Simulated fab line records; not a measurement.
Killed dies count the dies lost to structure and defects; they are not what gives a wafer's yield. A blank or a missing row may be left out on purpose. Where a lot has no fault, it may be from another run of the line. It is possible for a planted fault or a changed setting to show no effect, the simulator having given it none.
Matching of chambers -- flow nand_harc -- 4 sister chambers for NHARC_A_CONTACT_ETCH_102 on rie_diel-03
The step etches the open film in CF4/O2, target depth 100 nm, overetch 10 nm, time 55 s. 14 wafers are shown with their chamber, then 6 later ones without.

EACH WAFER AND ITS CHAMBER
wafer,chamber,drypump_motor_current_A (A),showerhead_plenum_p_Torr (Torr),oes_product_au (a.u.)
L839.3,1,5.7,1.35,0.995
L839.4,2,6.0,1.35,1.015
L839.6,2,6.0,1.35,0.997
L844.3,0,5.9,1.23,1.006
L844.5,1,5.7,1.35,0.989
L844.6,0,6.0,1.23,1.003
L848.3,2,6.0,1.35,1.008
L848.5,3,5.7,1.24,1.001
L855.1,1,5.8,1.35,0.975
L855.4,3,5.7,1.23,0.989
L855.5,2,6.0,1.34,1.002
L857.2,3,5.7,1.23,0.994
L857.3,0,5.9,1.44,1.001
L857.6,0,5.9,1.44,0.997

SIGNATURES, as means of the wafers listed above
reading,chamber 0,chamber 1,chamber 2,chamber 3,scatter within a chamber
drypump_motor_current_A,5.925,5.733,6.000,5.700,0.0376
showerhead_plenum_p_Torr,1.3350,1.3500,1.3475,1.2333,0.0665
oes_product_au,1.00175,0.98633,1.00550,0.99467,0.00712
Rule: for each reading, subtract the chamber's mean from the wafer's reading, divide by that reading's scatter and square the result; add these up over the readings and take the root, which gives the wafer's distance from the chamber. If the next closest chamber is less than 2 further off than the closest, the wafer can't be placed; otherwise it belongs to the closest. The scatter is the square root of a quotient: the sum, over the shown wafers, of each reading's squared deviation from its chamber's mean, divided by wafers minus chambers.

WAFERS WHOSE CHAMBER IS MISSING
wafer,drypump_motor_current_A (A),showerhead_plenum_p_Torr (Torr),oes_product_au (a.u.)
L856.1,5.7,1.23,1.007
L856.2,5.8,1.35,0.977
L856.6,5.7,1.23,1.004
L858.4,6.0,1.34,1.014
L858.5,6.0,1.44,1.006
L858.6,5.7,1.23,1.003

WHICH CHAMBER EACH WENT THROUGH
wafer,from the rows above,in truth
L856.1,can't be placed: 3 or 1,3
L856.2,can't be placed: 1 or 3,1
L856.6,can't be placed: 3 or 1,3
L858.4,can't be placed: 2 or 0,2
L858.5,can't be placed: 2 or 0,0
L858.6,can't be placed: 3 or 1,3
Correctly placed: 0 of 6. These rows do not allow placing 6 (true chamber among the candidates in 6). Placed wrongly: 0.
